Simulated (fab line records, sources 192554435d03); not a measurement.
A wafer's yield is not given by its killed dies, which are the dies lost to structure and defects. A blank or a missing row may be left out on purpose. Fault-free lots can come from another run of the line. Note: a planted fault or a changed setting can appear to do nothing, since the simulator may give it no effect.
fab line records    flow n5Finfet
record lots=7  wafers=21
route steps=1938 shown SD_EPI_N@288 SD_EPI_P@295 SD_ACTIVATION@330 SDB@353 HKMG_FIN@428 MOL_CONTACT_COAG@532
startH: hours from the record's first day to the start of the lot's first wafer shown    waitH: hours elapsed since this lot's preceding step    " as in the row above    L1.1+2: one row covering several wafers at once    - either no value or no given start    * or withheld: withheld    < > ~ a bound
route shown NAME@n: a module of which the file shows steps, and the number in the route of the first    usual: average and standard deviation across the fault-free wafers    same: alike in all rows    chamber/n: place in a boat    sites: per-site readings    _std_site: how widely they spread, as a standard deviation    _edge_site: mean of outer sites minus mean of inner sites    radiusMm: for every site, how far away it sits from the centre of the wafer    mask NAME#n: copy n    behind: the last tool/chamber to shape the wafer    hold: why the lot was held/for how many hours/how that ended    device: transistor that didn't switch, given as n, p or np    end of line: the same wafers' tests at the end of the route    a step without rows: its recipe alone    killed: dies that structure and defects cost at the first sort, which is not the same as the wafer's yield    map: per-die view of a wafer (x killed, . not killed, _ where there is no die)
set.NAME: setting as actually run; set.NAME@STEP: the setting as run at that earlier step    model.NAME: the simulator's own value behind a step, which no gauge read
one table per step and one row per wafer, for lots whose settings were changed on purpose
## steps
# step N5_SD_EPI_N_EPI_21
# recipe material=Si:P  dopant=P  tempC=680  pressureTorr=255  timeS=690
lot.wafer  tool         chamber  startH  waitH  set.timeS  model.Si-P_of_SD_EPI_N_EPI_21.thkNm
L074.3     epiRpcvd-01  0        52.48   0.7    724.7      61.2
L074.4     "            0        "       "      690        58.8
L074.6     "            0        "       "      690        58.4
L075.1+4   epiRpcvd-01  0        61.89   0.1    690        58.4
L075.3     "            0        "       "      690        58.8
L079.1     epiRpcvd-04  0        82.13   0.1    690        58
L079.3     "            0        "       "      690        58.8
L079.6     "            0        "       "      690        57.8
L083.2     epiRpcvd-04  0        107.80  0.4    690        59.6
L083.4     "            0        "       "      579.2      53.4
L083.6     "            0        "       "      579.2      53.8
L087.1     epiRpcvd-04  0        135.76  0.1    590.1      54.4
L087.4     "            0        "       "      690        60.2
L087.6     "            0        "       "      590.1      53.8
L090.3     epiRpcvd-01  0        146.05  0.7    734.6      60.4
L090.4     "            0        "       "      690        59
L090.5     "            0        "       "      690        59.4
L091.2     epiRpcvd-04  0        153.37  0.4    690        59
L091.5+6   "            0        "       "      690        59.4
# step N5_SD_EPI_N_EPI_MEAS_23
# recipe mode=xrd
# usual thkNm=58.9/1.2
lot.wafer  tool          chamber  startH  waitH  set.timeS@SD_EPI_N_EPI_21  thkNm
L074.3     filmMetro-01  -        53.64   0.9    724.7                      59.9
L074.4     "             -        "       "      690                        58.4
L074.6     "             -        "       "      690                        58.0
L075.1     filmMetro-01  -        63.61   1.4    690                        59.3
L075.3     "             -        "       "      690                        58.4
L075.4     "             -        "       "      690                        56.5
L079.1     filmMetro-02  -        83.84   1.4    690                        57.6
L079.3     "             -        "       "      690                        59.5
L079.6     "             -        "       "      690                        58.3
L083.2     filmMetro-02  -        109.24  1.2    690                        59.6
L083.4     "             -        "       "      579.2                      54.0
L083.6     "             -        "       "      579.2                      53.8
L087.1     filmMetro-02  -        137.47  1.5    590.1                      54.8
L087.4     "             -        "       "      690                        59.3
L087.6     "             -        "       "      590.1                      53.4
L090.3     filmMetro-02  -        147.21  0.9    734.6                      61.6
L090.4     "             -        "       "      690                        57.9
L090.5     "             -        "       "      690                        58.3
L091.2     filmMetro-01  -        154.81  1.2    690                        58.6
L091.5     "             -        "       "      690                        60.6
L091.6     "             -        "       "      690                        59.6
# step N5_SD_EPI_P_COAT_34
# recipe resist=SOC  tempC=250  timeS=60  spinRpm=1500  resistThkNm=350
lot.wafer  tool           chamber  startH  waitH  set.spinRpm  model.SOC_of_SD_EPI_P_COAT_34.thkNm
L074.3     lithoTrack-01  0        54.28   0.0    1563         342.4
L074.4     "              0        "       "      1563         339.4
L074.6     "              0        "       "      1500         347.8
L075.1     lithoTrack-04  0        64.67   0.0    1500         349.2
L075.3     "              0        "       "      1500         349
L075.4     "              0        "       "      1500         349.4
L079.1     lithoTrack-01  0        84.43   0.0    1500         348.6
L079.3     "              0        "       "      1500         349
L079.6     "              0        "       "      1500         350
L083.2     lithoTrack-04  0        109.85  0.0    1500         349.6
L083.4     "              0        "       "      1500         348.8
L083.6     "              0        "       "      1500         350.2
L087.1     lithoTrack-04  0        138.74  0.0    1500         350.2
L087.4     "              0        "       "      1500         349.2
L087.6     "              0        "       "      1500         350.4
L090.3     lithoTrack-01  0        147.79  0.0    1437         357.4
L090.4     "              0        "       "      1500         350
L090.5     "              0        "       "      1500         349.6
L091.2+5   lithoTrack-01  0        155.45  0.0    1500         351.2
L091.6     "              0        "       "      1500         351.6
# step N5_SD_EPI_P_COAT_35
# recipe resist=SiARC  tempC=220  timeS=60  spinRpm=1500  resistThkNm=35
# step N5_SD_EPI_P_COAT_03
# recipe resist=CAR-ArF-block  spinRpm=1500  resistThkNm=150
# step N5_SD_ACTIVATION_RTA_00
# recipe tempC=975  timeS=0  ambient=N2  idleTempC=600  rampUpCPerS=150  rampDownCPerS=60  coolToC=600
# step N5_SD_ACTIVATION_LSA_01
# recipe tempC=1080  timeS=0.0008  ambient=N2
# step N5_SD_ACTIVATION_RS_MEAS_03
# recipe thkMeasGauge=four-point-probe
# usual RS_SD_N=21.9/0.3  RS_SD_P=56.0/0.75
lot.wafer  tool          chamber  startH  waitH  set.timeS@SD_EPI_N_EPI_21  RS_SD_N[ohm/sq]  RS_SD_P[ohm/sq]
L074.3     filmMetro-02  -        59.06   0.2    724.7                      21.3             56.6
L074.4     "             -        "       "      690                        22.1             55.8
L074.6     "             -        "       "      690                        22.2             56.7
L075.1     filmMetro-02  -        69.31   0.2    690                        22.2             55.8
L075.3     "             -        "       "      690                        22.2             55.6
L075.4     "             -        "       "      690                        22.2             54.9
L079.1     filmMetro-02  -        90.33   0.2    690                        22.2             54.8
L079.3     "             -        "       "      690                        22.1             55.3
L079.6     "             -        "       "      690                        22.3             55.4
L083.2     filmMetro-02  -        114.48  0.2    690                        21.5             55.3
L083.4     "             -        "       "      579.2                      24.1             55.5
L083.6     "             -        "       "      579.2                      23.9             54.9
L087.1     filmMetro-02  -        143.23  0.2    590.1                      23.6             55.9
L087.4     "             -        "       "      690                        21.4             56.6
L087.6     "             -        "       "      590.1                      23.8             56.3
L090.3     filmMetro-01  -        153.75  0.2    734.6                      21.6             56.6
L090.4     "             -        "       "      690                        22.1             56.7
L090.5     "             -        "       "      690                        21.9             56.2
L091.2     filmMetro-02  -        161.09  0.2    690                        21.9             56.4
L091.5     "             -        "       "      690                        21.9             57.2
L091.6     "             -        "       "      690                        21.9             57.1
# step N5_SDB_EXPOSE_08
# recipe maskId=SDB  na=1.35  sourceShape=conventional  sigmaOuter=0.5  polarization=unpolarized  doseMj=49.6
lot.wafer   tool            chamber  startH  waitH  mask   set.doseMj
L074.3      arfiScanner-01  0        66.34   -      SDB#0  49.6
L074.4+6    "               0        "       "      SDB#0  50.73
L075.1+3+4  arfiScanner-03  0        76.35   -      SDB#0  49.6
L079.1+3    arfiScanner-02  0        98.60   -      SDB#0  49.6
L079.6      "               0        "       "      SDB#0  51.38
L083.2      arfiScanner-03  0        121.42  -      SDB#0  49.6
L083.4+6    "               0        "       "      SDB#0  52.4
L087.1+4+6  arfiScanner-02  0        150.26  -      SDB#0  49.6
L090.3+4+5  arfiScanner-01  0        160.73  -      SDB#0  48.67
L091.2      arfiScanner-01  0        168.10  -      SDB#0  46.8
L091.5+6    "               0        "       "      SDB#0  49.6
# step N5_SDB_PEB_09
# recipe pebTempC=withheld  pebTimeS=60  resist=CAR-ArF
# step N5_SDB_DEVELOP_10
# recipe developTimeS=30  developer=TMAH  resist=CAR-ArF  rinseLiquid=diw  dry=airSpin  devTempC=23
# step N5_SDB_CD_MEAS_11
# recipe targetCdNm=50  landingEnergyEv=500  detector=seInlens  polarity=opening
# usual cdNm=49.3/1.1
lot.wafer  tool      chamber  startH  waitH  set.doseMj@SDB_EXPOSE_08  cdNm
L074.3     cdSem-01  0        66.46   -      49.6                      49.4
L074.4     "         0        "       "      50.73                     53.1
L074.6     "         0        "       "      50.73                     53.2
L075.1     cdSem-01  0        76.47   -      49.6                      49.0
L075.3     "         0        "       "      49.6                      48.4
L075.4     "         0        "       "      49.6                      47.9
L079.1     cdSem-02  0        98.73   -      49.6                      48.9
L079.3     "         0        "       "      49.6                      48.2
L079.6     "         0        "       "      51.38                     53.0
L083.2     cdSem-03  0        121.55  -      49.6                      51.7
L083.4     "         0        "       "      52.4                      57.2
L083.6     "         0        "       "      52.4                      56.1
L087.1     cdSem-03  0        150.38  -      49.6                      47.3
L087.4     "         0        "       "      49.6                      47.3
L087.6     "         0        "       "      49.6                      49.7
L090.3     cdSem-03  0        160.84  -      48.67                     47.0
L090.4     "         0        "       "      48.67                     47.7
L090.5     "         0        "       "      48.67                     46.8
L091.2     cdSem-01  0        168.22  -      46.8                      42.3
L091.5     "         0        "       "      49.6                      47.1
L091.6     "         0        "       "      49.6                      47.0
# step N5_SDB_ETCH_17
# recipe chemistry=CF4  target=SiARC  targetDepthA=234  maskMaterial=CAR-ArF  timeS=39  ionEnergyEv=80  pressureMtorr=40  sourceW=545  biasW=36  Ar_flow_sccm=100  cf4FlowSccm=100  ends=cleared
# usual rfVppV=184.6/1.1
lot.wafer  tool        chamber  startH  waitH  set.biasW  set.doseMj@SDB_EXPOSE_08  rfVppV  model.SDB.cdOffsetNm
L074.3     rieDiel-05  2        66.87   0.0    31.58      49.6                      170.7   -0.6
L074.4     "           0        "       "      31.58      50.73                     170.2   3
L074.6     "           3        "       "      36         50.73                     184.6   2.8
L075.1     rieDiel-04  3        76.80   0.0    36         49.6                      185.7   -1.2
L075.3     "           2        "       "      36         49.6                      185.1   -1.6
L075.4     "           0        "       "      36         49.6                      184.6   -2.4
L079.1     rieDiel-02  2        98.85   0.0    31.94      49.6                      169.9   -1.2
L079.3     "           1        "       "      36         49.6                      184.4   -1.6
L079.6     "           2        "       "      31.94      51.38                     170.0   3
L083.2     rieDiel-05  3        121.67  0.0    39.32      49.6                      192.8   1.4
L083.4     "           1        "       "      36         52.4                      184.9   6.8
L083.6     "           2        "       "      39.32      52.4                      195.2   5.8
L087.1     rieDiel-02  3        150.81  0.0    36         49.6                      184.4   -2.6
L087.4     "           2        "       "      36         49.6                      184.0   -2.2
L087.6     "           3        "       "      36         49.6                      184.5   0
L090.3     rieDiel-04  3        161.20  0.0    36         48.67                     184.7   -2.8
L090.4     "           2        "       "      36         48.67                     185.2   -2.6
L090.5     "           3        "       "      36         48.67                     185.6   -3.4
L091.2     rieDiel-04  2        168.74  0.0    36         46.8                      185.1   -8.2
L091.5     "           2        "       "      36         49.6                      186.6   -3.2
L091.6     "           1        "       "      36         49.6                      182.9   -2.8
# step N5_SDB_ETCH_18
# recipe chemistry=N2/H2  target=SOC  targetDepthA=1000  overetchA=200  maskMaterial=SiARC  tempC=40  timeS=150  ionEnergyEv=200  pressureMtorr=30  sourceW=840  biasW=150  n2FlowSccm=200  h2FlowSccm=200
# step N5_SDB_STRIP_19
# recipe chemistry=N2/H2  tempC=40  n2FlowSccm=200  h2FlowSccm=200  rfFrequencyHz=6e+07
# step N5_SDB_STRIP_21
# recipe chemistry=CF4  resist=SiARC  powerW=300  biasPowerW=75  pressureMtorr=50  cf4FlowSccm=150  rfFrequencyHz=6e+07
# step N5_SDB_HM_OPEN_20
# recipe chemistry=CH3F/O2  target=SiNx  maskMaterial=SOC  targetDepthA=240  stopOn=poly-Si  overEtchFrac=0.4  ionEnergyEv=120  pressureMtorr=30  sourceW=395  biasW=73  Ar_flow_sccm=150  CH3F_flow_sccm=30  O2_flow_sccm=20
lot.wafer  tool        chamber  startH  waitH  set.doseMj@SDB_EXPOSE_08  model.SDB.cdOffsetNm
L074.3     rieDiel-05  2        67.06   0.0    49.6                      -0.6
L074.4+6   "           0,3      "       "      50.73                     2.8
L075.1     rieDiel-04  3        77.00   0.0    49.6                      -0.8
L075.3     "           2        "       "      49.6                      -1.6
L075.4     "           0        "       "      49.6                      -2.8
L079.1     rieDiel-02  2        99.05   0.0    49.6                      -1
L079.3     "           1        "       "      49.6                      -1.6
L079.6     "           2        "       "      51.38                     3
L083.2     rieDiel-05  3        121.86  0.0    49.6                      1.4
L083.4     "           1        "       "      52.4                      6.6
L083.6     "           2        "       "      52.4                      6
L087.1+4   rieDiel-02  3,2      151.00  0.0    49.6                      -2.4
L087.6     "           3        "       "      49.6                      0
L090.3+4   rieDiel-04  3,2      161.40  0.0    48.67                     -2.8
L090.5     "           3        "       "      48.67                     -3.6
L091.2     rieDiel-04  2        168.93  0.0    46.8                      -8.2
L091.5+6   "           2,1      "       "      49.6                      -3
# step N5_SDB_STRIP_22
# recipe chemistry=N2/H2  powerW=1000  tempC=250  h2Frac=0.65  overashFraction=0.3  pressureMtorr=withheld  n2FlowSccm=1750  h2FlowSccm=3250
# step N5_SDB_PRECLEAN_23
# recipe chemistry=dHF  timeS=30  tempC=25  dilution=withheld
# step N5_SDB_DUMMY_REMOVE_24
# recipe chemistry=TMAH  tempC=70  target=poly-Si  stopOn=SiO2  targetDepthNm=142  concWtPct=5  timeS=57  dry=ipaMarangoni  rinseTimeS=30  rinseTempC=23
# step N5_SDB_ETCH_25
# recipe chemistry=C4F6/O2  target=SiO2  targetDepthA=100  timeS=3.3  ionEnergyEv=250  maskMaterial=SiNx  pressureMtorr=30  sourceW=345  biasW=185  Ar_flow_sccm=300  C4F6_flow_sccm=10  O2_flow_sccm=10
lot.wafer  tool        chamber  startH  waitH  set.doseMj@SDB_EXPOSE_08  model.SDB.cdOffsetNm
L074.3     rieDiel-02  2        67.48   0.0    49.6                      -0.6
L074.4+6   "           1,0      "       "      50.73                     2.8
L075.1     rieDiel-02  1        77.76   0.5    49.6                      -0.8
L075.3     "           3        "       "      49.6                      -1.4
L075.4     "           2        "       "      49.6                      -2.8
L079.1     rieDiel-04  2        99.42   0.1    49.6                      -1
L079.3     "           0        "       "      49.6                      -1.6
L079.6     "           3        "       "      51.38                     3.2
L083.2     rieDiel-04  3        122.16  0.0    49.6                      1.4
L083.4     "           2        "       "      52.4                      6.4
L083.6     "           2        "       "      52.4                      5.8
L087.1     rieDiel-04  0        151.56  0.3    49.6                      -2.4
L087.4     "           3        "       "      49.6                      -2.2
L087.6     "           2        "       "      49.6                      0
L090.3     rieDiel-05  0        162.00  0.0    48.67                     -3
L090.4     "           2        "       "      48.67                     -2.8
L090.5     "           3        "       "      48.67                     -3.6
L091.2     rieDiel-05  3        169.57  0.0    46.8                      -8.2
L091.5     "           0        "       "      49.6                      -3
L091.6     "           3        "       "      49.6                      -3.2
# step N5_HKMG_FIN_PEB_10
# recipe pebTempC=withheld  pebTimeS=60  resist=CAR-ArF
lot.wafer   tool           chamber  startH  waitH  set.pebTimeS
L074.3      lithoTrack-03  0        75.81   0.0    60
L074.4+6    "              0        "       "      49.42
L075.1+3+4  lithoTrack-02  0        86.12   0.1    60
L079.1+6    lithoTrack-01  0        108.23  0.1    60
L079.3      "              0        "       "      55.31
L083.2+4    lithoTrack-03  0        130.36  0.0    48.35
L083.6      "              0        "       "      60
L087.1+4+6  lithoTrack-01  0        159.63  0.1    60
L090.3+5    lithoTrack-01  0        170.66  0.0    53.48
L090.4      "              0        "       "      60
L091.2      lithoTrack-02  0        178.95  0.0    71.57
L091.5+6    "              0        "       "      60
# step N5_HKMG_FIN_DEVELOP_11
# recipe developTimeS=30  developer=TMAH  resist=CAR-ArF  devTempC=23  rinseLiquid=diw  dry=airSpin
lot.wafer   tool           chamber  startH  waitH  set.developTimeS
L074.3+4+6  lithoTrack-03  0        -       -      30
L075.1+3+4  lithoTrack-02  0        -       -      30
L079.1+3    lithoTrack-01  0        -       -      24.04
L079.6      "              0        "       "      30
L083.2+4    lithoTrack-03  0        -       -      26.35
L083.6      "              0        "       "      30
L087.1+4    lithoTrack-01  0        -       -      30
L087.6      "              0        "       "      34.63
L090.3+4    lithoTrack-01  0        -       -      30
L090.5      "              0        "       "      32
L091.2+6    lithoTrack-02  0        -       -      25.42
L091.5      "              0        "       "      30
# step N5_HKMG_FIN_CD_MEAS_12
# recipe targetCdNm=92.8  landingEnergyEv=500  detector=seInlens
# usual cdNm=92.7/0.77
lot.wafer  tool      chamber  startH  waitH  set.pebTimeS@HKMG_FIN_PEB_10  cdNm
L074.3     cdSem-01  0        75.87   -      60                            92.7
L074.4     "         0        "       "      49.42                         86.7
L074.6     "         0        "       "      49.42                         86.0
L075.1     cdSem-01  0        86.19   -      60                            92.8
L075.3     "         0        "       "      60                            93.2
L075.4     "         0        "       "      60                            93.2
L079.1     cdSem-01  0        108.29  -      60                            91.3
L079.3     "         0        "       "      55.31                         88.9
L079.6     "         0        "       "      60                            92.6
L083.2     cdSem-03  0        130.43  -      48.35                         83.8
L083.4     "         0        "       "      48.35                         85.5
L083.6     "         0        "       "      60                            92.3
L087.1     cdSem-02  0        159.70  -      60                            93.3
L087.4     "         0        "       "      60                            93.3
L087.6     "         0        "       "      60                            94.4
L090.3     cdSem-01  0        170.73  -      53.48                         90.6
L090.4     "         0        "       "      60                            94.0
L090.5     "         0        "       "      53.48                         90.8
L091.2     cdSem-01  0        179.02  -      71.57                         96.0
L091.5     "         0        "       "      60                            92.4
L091.6     "         0        "       "      60                            91.4
# step N5_HKMG_FIN_ETCH_86
# recipe chemistry=N2/H2  target=SOC  targetDepthA=3932  stopOn=TiN  ionEnergyEv=100  biasW=61  pressureMtorr=30  sourceW=850  n2FlowSccm=200  h2FlowSccm=200
lot.wafer  tool        chamber  startH  waitH  set.targetDepthA  model.SOC_of_HKMG_FIN_COAT_85.thkNm
L074.3     rieDiel-05  1        77.48   -      3932              20.2
L074.4     "           2        "       "      3525              46.4
L074.6     "           0        "       "      3932              14.2
L075.1     rieDiel-04  0        87.97   -      3932              18.6
L075.3     "           2        "       "      3932              18
L075.4     "           1        "       "      3932              19.8
L079.1     rieDiel-02  3        109.70  -      3932              16
L079.3     "           0        "       "      3932              13.6
L079.6     "           1        "       "      3932              21.6
L083.2     rieDiel-04  2        132.19  -      3932              18.4
L083.4+6   "           3        "       "      3932              14.4
L087.1+6   rieDiel-05  0        161.17  -      3932              15
L087.4     "           2        "       "      3932              18
L090.3     rieDiel-05  3        172.14  -      3932              17.2
L090.4     "           0        "       "      3932              15
L090.5     "           2        "       "      3932              18
L091.2     rieDiel-02  2        180.46  -      4207              8.4
L091.5     "           3        "       "      3932              16.6
L091.6     "           0        "       "      3932              14.4
# step N5_MOL_CONTACT_COAG_ETCH_106
# recipe chemistry=N2/H2  target=SOC  targetDepthA=800  overetchA=160  maskMaterial=SiARC  tempC=40  timeS=120  ionEnergyEv=200  pressureMtorr=30  sourceW=840  biasW=150  n2FlowSccm=200  h2FlowSccm=200
# usual rfVppV=524.7/2.4
lot.wafer  tool        chamber  startH  waitH  set.sourceW  rfVppV
L074.3     rieDiel-02  1        88.89   0.0    731.5        550.0
L074.4     "           0        "       "      731.5        549.1
L074.6     "           0        "       "      840          525.2
L075.1     rieDiel-05  3        101.52  0.0    840          523.4
L075.3     "           2        "       "      840          528.4
L075.4     "           1        "       "      840          521.1
L079.1     rieDiel-04  3        121.10  0.0    840          527.1
L079.3     "           1        "       "      961.5        499.0
L079.6     "           0        "       "      840          524.6
L083.2     rieDiel-05  3        143.65  0.0    706          554.6
L083.4     "           1        "       "      706          553.4
L083.6     "           1        "       "      840          522.3
L087.1     rieDiel-05  2        172.82  0.0    840          525.7
L087.4     "           3        "       "      916.4        508.3
L087.6     "           2        "       "      916.4        510.0
L090.3     rieDiel-05  2        183.76  0.0    938          506.3
L090.4     "           2        "       "      938          508.3
L090.5     "           3        "       "      840          522.1
L091.2     rieDiel-04  1        193.97  0.0    794.9        532.7
L091.5     "           3        "       "      794.9        537.8
L091.6     "           0        "       "      840          523.1
# step N5_MOL_CONTACT_COAG_CONTACT_ETCH_14
# recipe chemistry=C4F6/O2  target=SiO2  targetDepthA=275  overetchA=85  maskMaterial=SOC  pressureMtorr=30  sourceW=370  biasW=185  Ar_flow_sccm=300  C4F6_flow_sccm=16  O2_flow_sccm=10  timeS=20  ionEnergyEv=259.6
# usual rfVppV=694/3.2
lot.wafer  tool        chamber  startH  waitH  set.sourceW  rfVppV
L074.3     rieDiel-02  1        88.99   0.0    370          695
L074.4     "           0        "       "      370          695
L074.6     "           0        "       "      395.7        681
L075.1     rieDiel-05  3        101.62  0.0    370          693
L075.3     "           2        "       "      370          697
L075.4     "           1        "       "      370          691
L079.1     rieDiel-04  3        121.20  0.0    429.9        663
L079.3     "           1        "       "      429.9        659
L079.6     "           0        "       "      370          692
L083.2     rieDiel-05  3        143.75  0.0    370          693
L083.4     "           1        "       "      370          692
L083.6     "           1        "       "      370          691
L087.1     rieDiel-05  2        172.92  0.0    370          697
L087.4     "           3        "       "      348.1        710
L087.6     "           2        "       "      370          697
L090.3     rieDiel-05  2        183.86  0.0    370          696
L090.4     "           2        "       "      370          696
L090.5     "           3        "       "      370          691
L091.2     rieDiel-04  1        194.07  0.0    370          692
L091.5     "           3        "       "      370          698
L091.6     "           0        "       "      370          692
# step N5_MOL_CONTACT_COAG_CMP_23
# recipe stopOn=SiO2  tOverpolishS=1.5  postCmpClean=cuAlkaline  downForcePsi=2  platenRpm=50.289  padVelocityMS=1.0006  targetThkNm=0
lot.wafer   tool    chamber  startH  waitH  set.downForcePsi  model.SiNx_of_GATE_CUT_SAC_CAP_01.thkNm
L074.4      cmp-02  1        96.13   0.1    2.162             18
L074.3      "       2        "       "      2.162             18.2
L074.6      "       0        "       "      2                 18.2
L075.3      cmp-03  3        105.57  0.1    2                 18
L075.4+1    "       0,1      "       "      2                 18.2
L079.3+1+6  cmp-01  1,2,3    130.40  0.3    2                 18.2
L083.4+2+6  cmp-03  0,1,1    149.70  0.2    2                 18.2
L087.4+1    cmp-03  3,0      182.25  0.1    2.412             17.8
L087.6      "       2        "       "      2                 18.2
L090.4+3+5  cmp-03  1,2,0    196.82  0.1    2                 18.4
L091.2+5    cmp-01  2,3      200.19  0.1    2                 18.2
L091.6      "       0        "       "      2.312             17.8
## key
split step=N5_SD_EPI_N_EPI_21  setting=timeS  stated=690  by=wafer
response step=N5_SD_EPI_N_EPI_21  reading=model.Si-P_of_SD_EPI_N_EPI_21.thkNm  change=+0.384  per=1%  r=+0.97
response step=N5_SD_EPI_N_EPI_MEAS_23  reading=thkNm  change=*  per=1%  r=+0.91
response step=N5_SD_ACTIVATION_RS_MEAS_03  reading=RS_SD_N  change=-0.153  per=1%  r=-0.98
split step=N5_SD_EPI_P_COAT_34  setting=spinRpm  stated=1500  by=wafer
response step=N5_SD_EPI_P_COAT_34  reading=model.SOC_of_SD_EPI_P_COAT_34.thkNm  change=-1.73  per=1%  r=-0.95
split step=N5_SDB_EXPOSE_08  setting=doseMj  stated=49.6  by=wafer
response step=N5_SDB_CD_MEAS_11  reading=cdNm  change=+0.974  per=1%  r=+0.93
response step=N5_SDB_ETCH_17  reading=model.SDB.cdOffsetNm  change=+0.987  per=1%  r=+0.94
response step=N5_SDB_HM_OPEN_20  reading=model.SDB.cdOffsetNm  change=+0.98  per=1%  r=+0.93
response step=N5_SDB_ETCH_25  reading=model.SDB.cdOffsetNm  change=+0.968  per=1%  r=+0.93
split step=N5_SDB_ETCH_17  setting=biasW  stated=36  by=wafer
response step=N5_SDB_ETCH_17  reading=rfVppV  change=+1.16  per=1%  r=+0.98
split step=N5_HKMG_FIN_PEB_10  setting=pebTimeS  stated=60  by=wafer
response step=N5_HKMG_FIN_CD_MEAS_12  reading=cdNm  change=+0.322  per=1%  r=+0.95
split step=N5_HKMG_FIN_DEVELOP_11  setting=developTimeS  stated=30  by=wafer
response none clear
split step=N5_HKMG_FIN_ETCH_86  setting=targetDepthA  stated=3932  by=wafer
response step=N5_HKMG_FIN_ETCH_86  reading=model.SOC_of_HKMG_FIN_COAT_85.thkNm  change=-2.25  per=1%  r=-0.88
split step=N5_MOL_CONTACT_COAG_ETCH_106  setting=sourceW  stated=840  by=wafer
response step=N5_MOL_CONTACT_COAG_ETCH_106  reading=rfVppV  change=-1.82  per=1%  r=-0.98
split step=N5_MOL_CONTACT_COAG_CONTACT_ETCH_14  setting=sourceW  stated=370  by=wafer
response step=N5_MOL_CONTACT_COAG_CONTACT_ETCH_14  reading=rfVppV  change=-1.96  per=1%  r=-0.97
split step=N5_MOL_CONTACT_COAG_CMP_23  setting=downForcePsi  stated=2  by=wafer
response step=N5_MOL_CONTACT_COAG_CMP_23  reading=model.SiNx_of_GATE_CUT_SAC_CAP_01.thkNm  change=-0.0209  per=1%  r=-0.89
